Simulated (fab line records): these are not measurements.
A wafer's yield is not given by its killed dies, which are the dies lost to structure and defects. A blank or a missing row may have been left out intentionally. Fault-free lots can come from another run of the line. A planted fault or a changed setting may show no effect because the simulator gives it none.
Problem report in the 8D (eight disciplines) form, filled by code :: flow n5 finfet :: the parts of the form that need people (team, actions taken, sign-off) are left out

== 1. THE ISSUE ==
At N5_BEOL_M11_COAT_59, spin speed rpm averages 1439.0 rpm over 6 wafers from 2 lots, while fault-free wafers read 1499.9 rpm, standard deviation 1.1. That puts it -55 standard deviations away from the usual mean.
The step: time 60 s, resist thk 100 nm.
Earliest sighting: wafer L964.2 on litho track-05 at day 11 15:14. The record holds 36 wafers of 12 lots with a number at this step. The rule behind "out" and "out of limits": a value lying over 4 standard deviations away from the usual mean. The rest of the wafers with a number are treated as sound.

== 2. WHAT IT IS AND WHAT IT IS NOT ==
question: which readings at this step
is: spin speed rpm
is not: -

question: which lots
is: L964, L967
is not: L963, L970, L974, L976, L977, L978, L979, L980, L981, L982

question: which wafers of those lots
is: all that have a number
is not: -

question: read on which tools
is: litho track-05
is not: litho track-02, litho track-03

question: when
is: from day 11 15:14
is not: up to then (3 sound wafers); but 27 sound wafers of L970, L974, L976, L977, L978, L979, L980, L981, L982 came after

== 3. THE SUSPECTS, EACH WITH WHAT RULES IT OUT ==
Counting: a tool stays on the suspect list if, at a process step up to the reading, it processed all lots that are out and no sound lot following the first of them.
- litho track-05 at N5_BEOL_M11_COAT_59 (time 60 s, resist thk 100 nm): ruled out as a lasting fault. After its first lot that is out, L964 (day 11 15:14), sound lots L976, L977, L980, L978 ran on it.
Left after counting: nothing in the record.

== 4. THE CAUSE (what the simulator had put in) ==
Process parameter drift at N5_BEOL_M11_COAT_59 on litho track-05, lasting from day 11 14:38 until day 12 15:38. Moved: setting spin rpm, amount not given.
Counting ruled it out, wrongly.

== 5. THE EFFECT CHAIN, in route order ==
Each row: a reading where the mean over the struck wafers with a number is more than 3 standard deviations away from the usual. Readings are gone through only where the record gives a usual standard deviation; hours: the median, over the lots, of the time from a lot's start at the first step in this table giving one to that lot's start at this step; sigmas: the change measured in usual standard deviations.
hours: 0
step: N5_BEOL_M11_COAT_59
reading: spin speed rpm
usual: 1499.9 rpm
on struck wafers: 1439.0
change: -61.0
sigmas: -55
The process steps in it:
- N5_BEOL_M11_COAT_59: time 60 s, resist thk 100 nm.

== 6. HOW IT WOULD HAVE BEEN CAUGHT EARLIER ==
In this record the first reading out of limits was taken at day 11 15:14, 1 hour after the fault began at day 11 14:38.
